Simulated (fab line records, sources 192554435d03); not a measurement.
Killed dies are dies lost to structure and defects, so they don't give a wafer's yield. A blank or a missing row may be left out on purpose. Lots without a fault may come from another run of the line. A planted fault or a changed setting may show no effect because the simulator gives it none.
Chamber matching | flow n5_finfet | N5_BEOL_M8_ETCH_62 on rie_diel-06: 4 sister chambers
The step etches SOC in N2/H2, target depth 110 nm, overetch 22 nm, time 165 s. 8 wafers are shown with their chamber, then 9 later ones without.

WAFERS WITH THEIR CHAMBER
wafer  | chamber | showerhead_plenum_p_Torr (Torr) | drypump_motor_current_A (A)
L074.4 | 0       | 2.68                            | 5.6
L076.6 | 3       | 2.48                            | 6.4
L087.3 | 3       | 2.47                            | 6.3
L083.2 | 0       | 2.67                            | 5.6
L083.5 | 1       | 2.70                            | 6.3
L086.4 | 2       | 2.51                            | 5.9
L086.5 | 1       | 2.70                            | 6.3
L086.6 | 2       | 2.51                            | 5.9

WAFERS WITHOUT THEIR CHAMBER
wafer  | showerhead_plenum_p_Torr (Torr) | drypump_motor_current_A (A)
L089.1 | 2.66                            | 5.6
L089.4 | 2.66                            | 5.6
L089.6 | 2.46                            | 6.3
L093.1 | 2.69                            | 6.3
L093.2 | 2.46                            | 6.3
L093.4 | 2.46                            | 6.3
L097.1 | 2.69                            | 6.3
L097.2 | 2.50                            | 5.9
L097.5 | 2.50                            | 5.9

WHICH CHAMBER EACH WENT THROUGH
wafer  | from the rows above | in truth
L089.1 | 0                   | 0
L089.4 | 0                   | 0
L089.6 | 3                   | 3
L093.1 | 1                   | 1
L093.2 | 3                   | 3
L093.4 | 3                   | 3
L097.1 | 1                   | 1
L097.2 | 2                   | 2
L097.5 | 2                   | 2
Placed correctly: 9 of 9. Can't be placed from these rows: 0. Placed wrongly: 0.
How it was worked out, from the rows above alone: a wafer's distance from a chamber is the root of the sum, over the readings, of the square of ((its reading less the chamber's mean) divided by the reading's scatter). The wafer belongs to the nearest chamber; if the next one is less than 2 further off, it can't be placed. A chamber's mean is the mean of its shown wafers. The scatter: the root of (the sum of the squares of (reading less its chamber's mean) over the shown wafers, divided by (wafers less chambers)).
